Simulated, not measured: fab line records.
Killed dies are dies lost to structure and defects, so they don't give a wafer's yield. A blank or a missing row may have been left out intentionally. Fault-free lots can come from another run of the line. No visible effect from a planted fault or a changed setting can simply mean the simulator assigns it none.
fab line records || flow n5-finfet
record {"lots": 4, "wafers": 12, "last-day": 16}
route steps=1938 shown BEOL_M8@1394 BEOL_M9@1401
lots with no fault: from the same line, run without faults
start-h: hours from the record's first day to the start of the lot's first wafer shown || wait-h: hours from the lot's prior step to this one || " identical to the entry in the row above || L1.1+2: several wafers, shown together as one row || - no value, or no start given || * or withheld: withheld || < > ~ a bound
route shown NAME@n: NAME is a module with steps in the file, n the number in the route of the first one || usual: mean/standard deviation taken from wafers without a fault || same: alike in all rows || chamber/n: place in a boat || sites: readings site by site || _std_site: their standard deviation || _edge_site: mean of outer sites minus mean of inner sites || radius-mm: how far each site lies from the wafer's centre || mask NAME#n: copy n || behind: the most recent tool/chamber to have shaped the wafer || hold: reason for holding the lot/hours on hold/outcome of the hold || device: which transistor (n, p or np) failed to switch || end of line: tests of these same wafers at the route's end || a step given without rows: its recipe and nothing more || killed: not the wafer's yield, but the dies lost to structure and defects at the first sort || map: dies across one wafer; x = killed, . = not, _ = none there
set.NAME: the setting that was run; set.NAME@STEP: the one run at that earlier step || model.NAME: the simulator's own value behind a step, which no gauge read
lots at some steps of the route; a table a step, a row a wafer
services: from which hour (start-h, from the record's first day; less than 0 if before it) a tool's chamber was out of use, for how many hours, and why
## steps
# step N5_BEOL_M8_ANNEAL_51
# recipe {"temp-c": 225, "time-s": 90, "ambient": "N2"}
# step N5_BEOL_M8_CMP_52
# recipe {"stop-on": "SiCOH_lowk", "t-overpolish-s": 6.9, "down-force-psi": 1, "platen-rpm": 50, "clearing-platen-down-force-psi": 1.5, "clearing-platen-rpm": 50, "post-cmp-clean": "cu-alkaline", "target-thk-nm": 80, "clearing-platen-pad-velocity-m-s": 0.99484, "pad-velocity-m-s": 0.99484}
# step N5_BEOL_M8_PRE_CLEAN_55
# recipe {"gas": "NH3", "time-s": 15, "temp-c": "withheld", "rf-power-w": 300}
# step N5_BEOL_M8_DEP_56
# recipe {"material": "SiCN", "target-thk-a": 100, "temp-c": "withheld", "precursor": "3MS/NH3", "pressure-torr": 3, "rf-w": 202, "time-s": 17.5}
# step N5_BEOL_M9_ILD_DEP_00
# recipe {"material": "SiCOH_lowk", "target-thk-a": 3085.1, "temp-c": 300, "precursor": "DEMS/porogen", "pressure-torr": 5, "rf-w": 500, "time-s": 58}
# step N5_BEOL_M9_CURE_71
# recipe {"temp-c": 385, "time-s": 240, "ambient": "He/Ar", "material": "SiCOH_lowk"}
# step N5_BEOL_M9_PECVD_70
# recipe {"material": "SiO2", "target-thk-a": 200, "temp-c": 400, "precursor": "TEOS/O2", "pressure-torr": 5.5, "rf-w": 450, "teos-flow-sccm": 53.8, "gas": "O2", "flow-sccm": 3000, "time-s": 22.7}
# step N5_BEOL_M9_HM_DEP_02
# recipe {"material": "TiN", "target-thk-a": 200, "temp-c": 25, "chamber-pressure-pa": 0.49996}
# step N5_BEOL_M9_COAT_59
# recipe {"resist": "SOC", "temp-c": 250, "time-s": 60, "spin-rpm": 1500, "resist-thk-nm": 100}
# usual {"plate-temp-C": "249.99/0.18", "resist-line-temp-C": "23.01/0.1", "spin-speed-rpm": "1500.0/0.95"}
{"lot.wafer": "L874.2", "tool": "litho-track-01", "chamber": 0, "start-h": 278.12, "wait-h": 0.1, "plate-temp-C": 250.00, "resist-line-temp-C": 23.06, "spin-speed-rpm": 1499.9, "model.SOC_of_BEOL_M9_COAT_59.thk-nm": 99.6}
{"lot.wafer": "L874.3", "tool": "litho-track-01", "chamber": 0, "start-h": 278.12, "wait-h": 0.1, "plate-temp-C": 250.10, "resist-line-temp-C": 23.02, "spin-speed-rpm": 1499.6, "model.SOC_of_BEOL_M9_COAT_59.thk-nm": 100.4}
{"lot.wafer": "L874.6", "tool": "litho-track-01", "chamber": 0, "start-h": 278.12, "wait-h": 0.1, "plate-temp-C": 250.15, "resist-line-temp-C": 23.09, "spin-speed-rpm": 1499.3, "model.SOC_of_BEOL_M9_COAT_59.thk-nm": 100.6}
{"lot.wafer": "L878.3", "tool": "litho-track-03", "chamber": 0, "start-h": 300.74, "wait-h": 0.1, "plate-temp-C": 249.89, "resist-line-temp-C": 22.99, "spin-speed-rpm": 1500.9, "model.SOC_of_BEOL_M9_COAT_59.thk-nm": 99.8}
{"lot.wafer": "L878.4", "tool": "litho-track-03", "chamber": 0, "start-h": 300.74, "wait-h": 0.1, "plate-temp-C": 249.87, "resist-line-temp-C": 23.06, "spin-speed-rpm": 1499.5, "model.SOC_of_BEOL_M9_COAT_59.thk-nm": 99.8}
{"lot.wafer": "L878.6", "tool": "litho-track-03", "chamber": 0, "start-h": 300.74, "wait-h": 0.1, "plate-temp-C": 249.78, "resist-line-temp-C": 23.09, "spin-speed-rpm": 1502.3, "model.SOC_of_BEOL_M9_COAT_59.thk-nm": 100.4}
{"lot.wafer": "L880.3", "tool": "litho-track-01", "chamber": 0, "start-h": 304.16, "wait-h": 0.1, "plate-temp-C": 250.06, "resist-line-temp-C": 22.94, "spin-speed-rpm": 1430.0, "model.SOC_of_BEOL_M9_COAT_59.thk-nm": 102.4}
{"lot.wafer": "L880.4", "tool": "litho-track-01", "chamber": 0, "start-h": 304.16, "wait-h": 0.1, "plate-temp-C": 250.05, "resist-line-temp-C": 23.09, "spin-speed-rpm": 1429.4, "model.SOC_of_BEOL_M9_COAT_59.thk-nm": 102.6}
{"lot.wafer": "L880.5", "tool": "litho-track-01", "chamber": 0, "start-h": 304.16, "wait-h": 0.1, "plate-temp-C": 250.17, "resist-line-temp-C": 23.13, "spin-speed-rpm": 1430.6, "model.SOC_of_BEOL_M9_COAT_59.thk-nm": 102.2}
{"lot.wafer": "L882.2", "tool": "litho-track-01", "chamber": 0, "start-h": 320.09, "wait-h": 0.1, "plate-temp-C": 250.09, "resist-line-temp-C": 22.95, "spin-speed-rpm": 1430.3, "model.SOC_of_BEOL_M9_COAT_59.thk-nm": 102.4}
{"lot.wafer": "L882.3", "tool": "litho-track-01", "chamber": 0, "start-h": 320.09, "wait-h": 0.1, "plate-temp-C": 249.76, "resist-line-temp-C": 22.94, "spin-speed-rpm": 1430.5, "model.SOC_of_BEOL_M9_COAT_59.thk-nm": 102.4}
{"lot.wafer": "L882.6", "tool": "litho-track-01", "chamber": 0, "start-h": 320.09, "wait-h": 0.1, "plate-temp-C": 249.98, "resist-line-temp-C": 23.08, "spin-speed-rpm": 1428.8, "model.SOC_of_BEOL_M9_COAT_59.thk-nm": 102.2}
# step N5_BEOL_M9_COAT_60
# recipe {"resist": "SiARC", "temp-c": 220, "time-s": 60, "spin-rpm": 1500, "resist-thk-nm": 30}
# step N5_BEOL_M9_COAT_05
# recipe {"resist": "CAR-ArF", "spin-rpm": 1500, "resist-thk-nm": 90}
# step N5_BEOL_M9_EBR_07
# recipe {"solvent": "PGMEA", "ebr-width-mm": 1.5}
# step N5_BEOL_M9_SOFTBAKE_06
# recipe {"temp-c": 110, "time-s": 60, "resist": "CAR-ArF"}
# step N5_BEOL_M9_EXPOSE_08
# recipe {"mask-id": "M9", "na": 1.35, "source-shape": "dipole", "sigma-inner": 0.411, "sigma-outer": 0.611, "polarization": "te", "dose-mj": 53.75}
# step N5_BEOL_M9_PEB_09
# recipe {"peb-temp-c": "withheld", "peb-time-s": 60, "resist": "CAR-ArF"}
# step N5_BEOL_M9_DEVELOP_10
# recipe {"develop-time-s": 30, "developer": "TMAH", "resist": "CAR-ArF", "rinse-liquid": "diw", "dry": "air-spin", "dev-temp-c": 23}
# step N5_BEOL_M9_DESCUM_16
# recipe {"chemistry": "O2", "time-s": 7.9, "source-power-w": 50, "bias-power-w": 20, "pressure-mtorr": 20, "rf-frequency-hz": 2.712e+07, "temp-c": 40, "resist": "CAR-ArF", "o2-flow-sccm": 225}
# step N5_BEOL_M9_ETCH_61
# recipe {"chemistry": "CF4", "target": "SiARC", "target-depth-a": 390, "mask-material": "CAR-ArF", "time-s": 65, "ion-energy-ev": 80, "pressure-mtorr": 40, "source-w": 545, "bias-w": 36, "Ar_flow_sccm": 100, "cf4-flow-sccm": 100, "ends": "cleared"}
# step N5_BEOL_M9_ETCH_62
# recipe {"chemistry": "N2/H2", "target": "SOC", "target-depth-a": 1100, "overetch-a": 220, "mask-material": "SiARC", "temp-c": 40, "time-s": 165, "ion-energy-ev": 200, "pressure-mtorr": 30, "source-w": 840, "bias-w": 150, "n2-flow-sccm": 200, "h2-flow-sccm": 200}
# usual {"drypump-motor-current-A": "5.6/0.4", "h2-flow-sccm": "200.1/0.62", "oes-product-au": "0.67/0.065", "rf-vpp-V": "523.4/2.4", "showerhead-plenum-p-Torr": "2.52/0.087", "throttle-valve-pct": "17.78/0.3"}
{"lot.wafer": "L874.2", "tool": "rie-diel-03", "chamber": 1, "start-h": 278.66, "wait-h": 0.0, "drypump-motor-current-A": 4.9, "h2-flow-sccm": 201.5, "oes-product-au": 0.75, "rf-hours-counter-h": 35, "rf-vpp-V": 525.6, "showerhead-plenum-p-Torr": 2.61, "throttle-valve-pct": 17.95, "model.etch.depth-nm": 99.63}
{"lot.wafer": "L874.3", "tool": "rie-diel-03", "chamber": 0, "start-h": 278.66, "wait-h": 0.0, "drypump-motor-current-A": 5.7, "h2-flow-sccm": 200.4, "oes-product-au": 0.60, "rf-hours-counter-h": 205, "rf-vpp-V": 526.3, "showerhead-plenum-p-Torr": 2.64, "throttle-valve-pct": 18.31, "model.etch.depth-nm": 100.4}
{"lot.wafer": "L874.6", "tool": "rie-diel-03", "chamber": 3, "start-h": 278.66, "wait-h": 0.0, "drypump-motor-current-A": 5.9, "h2-flow-sccm": 199.1, "oes-product-au": 0.72, "rf-hours-counter-h": "-", "rf-vpp-V": 525.3, "showerhead-plenum-p-Torr": 2.55, "throttle-valve-pct": 17.51, "model.etch.depth-nm": 100.6}
{"lot.wafer": "L878.3", "tool": "rie-diel-05", "chamber": 1, "start-h": 301.16, "wait-h": 0.0, "drypump-motor-current-A": 5.5, "h2-flow-sccm": 200.7, "oes-product-au": 0.61, "rf-hours-counter-h": 198, "rf-vpp-V": 519.7, "showerhead-plenum-p-Torr": 2.40, "throttle-valve-pct": 17.54, "model.etch.depth-nm": 99.9}
{"lot.wafer": "L878.4", "tool": "rie-diel-05", "chamber": 1, "start-h": 301.16, "wait-h": 0.0, "drypump-motor-current-A": 5.5, "h2-flow-sccm": 199.8, "oes-product-au": 0.61, "rf-hours-counter-h": "-", "rf-vpp-V": 522.5, "showerhead-plenum-p-Torr": 2.40, "throttle-valve-pct": 17.52, "model.etch.depth-nm": 99.83}
{"lot.wafer": "L878.6", "tool": "rie-diel-05", "chamber": 0, "start-h": 301.16, "wait-h": 0.0, "drypump-motor-current-A": 6.1, "h2-flow-sccm": 200.3, "oes-product-au": 0.74, "rf-hours-counter-h": "-", "rf-vpp-V": 522.0, "showerhead-plenum-p-Torr": 2.49, "throttle-valve-pct": 17.49, "model.etch.depth-nm": 100.3}
{"lot.wafer": "L880.3", "tool": "rie-diel-05", "chamber": 3, "start-h": 305.38, "wait-h": 0.0, "drypump-motor-current-A": 5.4, "h2-flow-sccm": 199.8, "oes-product-au": 0.67, "rf-hours-counter-h": 110, "rf-vpp-V": 523.8, "showerhead-plenum-p-Torr": 2.54, "throttle-valve-pct": 17.87, "model.etch.depth-nm": 102.4}
{"lot.wafer": "L880.4", "tool": "rie-diel-05", "chamber": 2, "start-h": 305.38, "wait-h": 0.0, "drypump-motor-current-A": 5.8, "h2-flow-sccm": 199.3, "oes-product-au": 0.62, "rf-hours-counter-h": 176, "rf-vpp-V": 523.5, "showerhead-plenum-p-Torr": 2.53, "throttle-valve-pct": 18.11, "model.etch.depth-nm": 102.6}
{"lot.wafer": "L880.5", "tool": "rie-diel-05", "chamber": 3, "start-h": 305.38, "wait-h": 0.0, "drypump-motor-current-A": 5.4, "h2-flow-sccm": 199.9, "oes-product-au": 0.67, "rf-hours-counter-h": "-", "rf-vpp-V": 525.1, "showerhead-plenum-p-Torr": 2.54, "throttle-valve-pct": 17.90, "model.etch.depth-nm": 102.3}
{"lot.wafer": "L882.2", "tool": "rie-diel-03", "chamber": 0, "start-h": 320.63, "wait-h": 0.0, "drypump-motor-current-A": 5.8, "h2-flow-sccm": 199.9, "oes-product-au": 0.60, "rf-hours-counter-h": 220, "rf-vpp-V": 528.0, "showerhead-plenum-p-Torr": 2.63, "throttle-valve-pct": 18.34, "model.etch.depth-nm": 102.5}
{"lot.wafer": "L882.3", "tool": "rie-diel-03", "chamber": 3, "start-h": 320.63, "wait-h": 0.0, "drypump-motor-current-A": 5.8, "h2-flow-sccm": 200.3, "oes-product-au": 0.71, "rf-hours-counter-h": 70, "rf-vpp-V": 524.8, "showerhead-plenum-p-Torr": 2.54, "throttle-valve-pct": 17.52, "model.etch.depth-nm": 102.3}
{"lot.wafer": "L882.6", "tool": "rie-diel-03", "chamber": 1, "start-h": 320.63, "wait-h": 0.0, "drypump-motor-current-A": 4.9, "h2-flow-sccm": 200.0, "oes-product-au": 0.73, "rf-hours-counter-h": "-", "rf-vpp-V": 525.9, "showerhead-plenum-p-Torr": 2.61, "throttle-valve-pct": 17.99, "model.etch.depth-nm": 102.1}
# step N5_BEOL_M9_STRIP_68
# recipe {"chemistry": "N2/H2", "temp-c": 40, "n2-flow-sccm": 200, "h2-flow-sccm": 200, "rf-frequency-hz": 6e+07}
# step N5_BEOL_M9_STRIP_67
# recipe {"chemistry": "CF4", "resist": "SiARC", "power-w": 300, "bias-power-w": 75, "pressure-mtorr": 50, "cf4-flow-sccm": 150, "rf-frequency-hz": 6e+07}
# step N5_BEOL_M9_HM_OPEN_17
# recipe {"chemistry": "Cl2/BCl3", "target-depth-a": 200, "overetch-a": 60, "target": "TiN", "mask-material": "SOC", "ion-energy-ev": 150, "pressure-mtorr": 10, "icp-w": 1000, "bias-w": 126, "Cl2_flow_sccm": 53.25, "bcl3-flow-sccm": 21.75, "Ar_flow_sccm": 25}
# usual {"drypump-motor-current-A": "5.85/0.21", "oes-product-au": "0.66/0.05", "throttle-valve-pct": "22.13/0.27"}
{"lot.wafer": "L874.2", "tool": "rie-metal-01", "chamber": 1, "start-h": 278.85, "wait-h": 0.0, "drypump-motor-current-A": 5.78, "oes-product-au": 0.65, "rf-hours-counter-h": 48, "throttle-valve-pct": 22.50, "model.SOC_of_BEOL_M9_COAT_59.thk-nm": 91.8}
{"lot.wafer": "L874.3", "tool": "rie-metal-01", "chamber": 1, "start-h": 278.85, "wait-h": 0.0, "drypump-motor-current-A": 5.82, "oes-product-au": 0.65, "rf-hours-counter-h": "-", "throttle-valve-pct": 22.52, "model.SOC_of_BEOL_M9_COAT_59.thk-nm": 92.6}
{"lot.wafer": "L874.6", "tool": "rie-metal-01", "chamber": 1, "start-h": 278.85, "wait-h": 0.0, "drypump-motor-current-A": 5.82, "oes-product-au": 0.65, "rf-hours-counter-h": "-", "throttle-valve-pct": 22.50, "model.SOC_of_BEOL_M9_COAT_59.thk-nm": 92.8}
{"lot.wafer": "L878.3", "tool": "rie-metal-02", "chamber": 0, "start-h": 301.38, "wait-h": 0.1, "drypump-motor-current-A": 5.65, "oes-product-au": 0.65, "rf-hours-counter-h": "-", "throttle-valve-pct": 22.02, "model.SOC_of_BEOL_M9_COAT_59.thk-nm": 91.8}
{"lot.wafer": "L878.4", "tool": "rie-metal-02", "chamber": 1, "start-h": 301.38, "wait-h": 0.1, "drypump-motor-current-A": 5.45, "oes-product-au": 0.63, "rf-hours-counter-h": "-", "throttle-valve-pct": 22.01, "model.SOC_of_BEOL_M9_COAT_59.thk-nm": 92}
{"lot.wafer": "L878.6", "tool": "rie-metal-02", "chamber": 0, "start-h": 301.38, "wait-h": 0.1, "drypump-motor-current-A": 5.64, "oes-product-au": 0.65, "rf-hours-counter-h": "-", "throttle-valve-pct": 22.02, "model.SOC_of_BEOL_M9_COAT_59.thk-nm": 92.4}
{"lot.wafer": "L880.3", "tool": "rie-metal-03", "chamber": 1, "start-h": 305.59, "wait-h": 0.1, "drypump-motor-current-A": 6.09, "oes-product-au": 0.74, "rf-hours-counter-h": "-", "throttle-valve-pct": 22.44, "model.SOC_of_BEOL_M9_COAT_59.thk-nm": 94.2}
{"lot.wafer": "L880.4", "tool": "rie-metal-03", "chamber": 0, "start-h": 305.59, "wait-h": 0.1, "drypump-motor-current-A": 6.03, "oes-product-au": 0.61, "rf-hours-counter-h": "-", "throttle-valve-pct": 21.91, "model.SOC_of_BEOL_M9_COAT_59.thk-nm": 94.8}
{"lot.wafer": "L880.5", "tool": "rie-metal-03", "chamber": 1, "start-h": 305.59, "wait-h": 0.1, "drypump-motor-current-A": 6.07, "oes-product-au": 0.74, "rf-hours-counter-h": "-", "throttle-valve-pct": 22.46, "model.SOC_of_BEOL_M9_COAT_59.thk-nm": 94.2}
{"lot.wafer": "L882.2", "tool": "rie-metal-02", "chamber": 1, "start-h": 320.82, "wait-h": 0.0, "drypump-motor-current-A": 5.45, "oes-product-au": 0.63, "rf-hours-counter-h": 52, "throttle-valve-pct": 21.99, "model.SOC_of_BEOL_M9_COAT_59.thk-nm": 94.6}
{"lot.wafer": "L882.3", "tool": "rie-metal-02", "chamber": 0, "start-h": 320.82, "wait-h": 0.0, "drypump-motor-current-A": 5.63, "oes-product-au": 0.65, "rf-hours-counter-h": "-", "throttle-valve-pct": 22.04, "model.SOC_of_BEOL_M9_COAT_59.thk-nm": 94.4}
{"lot.wafer": "L882.6", "tool": "rie-metal-02", "chamber": 1, "start-h": 320.82, "wait-h": 0.0, "drypump-motor-current-A": 5.44, "oes-product-au": 0.63, "rf-hours-counter-h": "-", "throttle-valve-pct": 21.99, "model.SOC_of_BEOL_M9_COAT_59.thk-nm": 94.2}
# step N5_BEOL_M9_STRIP_19
# recipe {"chemistry": "O2", "power-w": 400, "temp-c": 40, "pressure-mtorr": 30, "rf-frequency-hz": 6e+07, "bias-power-w": 0, "overash-fraction": 0.2, "o2-flow-sccm": 225}
## services
{"tool": "rie-diel-05", "chamber": "-", "start-h": 265.91, "hours": 4.3, "kind": "pm"}
{"tool": "rie-metal-02", "chamber": 0, "start-h": 279.63, "hours": 9.4, "kind": "repair"}
{"tool": "rie-diel-05", "chamber": "-", "start-h": 283.06, "hours": 1.3, "kind": "repair"}
{"tool": "rie-diel-03", "chamber": 2, "start-h": 284.87, "hours": "-", "kind": "clean"}
{"tool": "rie-diel-03", "chamber": 2, "start-h": 284.87, "hours": "-", "kind": "consumable-replace:focus-ring"}
{"tool": "rie-diel-03", "chamber": 2, "start-h": 284.87, "hours": "-", "kind": "consumable-replace:showerhead"}
{"tool": "rie-diel-03", "chamber": 2, "start-h": 284.87, "hours": 22.5, "kind": "scheduled-down"}
{"tool": "rie-diel-03", "chamber": 2, "start-h": 284.87, "hours": 22.5, "kind": "vent-cycle"}
## key
first-sign {"step": "N5_BEOL_M9_COAT_59", "reading": "spin-speed-rpm", "direction": "down", "sigmas": 74, "usual": "*", "struck": "*"}
effect none on later readings
model-effect {"step": "N5_BEOL_M9_COAT_59", "value": "SOC_of_BEOL_M9_COAT_59.thk-nm", "without": 99.97, "struck": 102.4}
model-effect {"step": "N5_BEOL_M9_ETCH_62", "value": "etch.depth-nm", "without": 99.95, "struck": 102.4}
model-effect {"step": "N5_BEOL_M9_HM_OPEN_17", "value": "SOC_of_BEOL_M9_COAT_59.thk-nm", "without": 92, "struck": 94.4}
met-at N5_BEOL_M9_COAT_59
struck-wafers L880.3,L880.4,L880.5,L882.2,L882.3,L882.6
onset-between 278.12 304.16
fault {"kind": "process-parameter-drift", "tool": "litho-track-01", "chamber": "-", "onset-h": 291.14, "steps": "N5_BEOL_M9_COAT_59", "channel": "spin-rpm", "offset": "*", "shape": "step", "end-h": 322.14, "acts-in": "*", "stated": "*"}
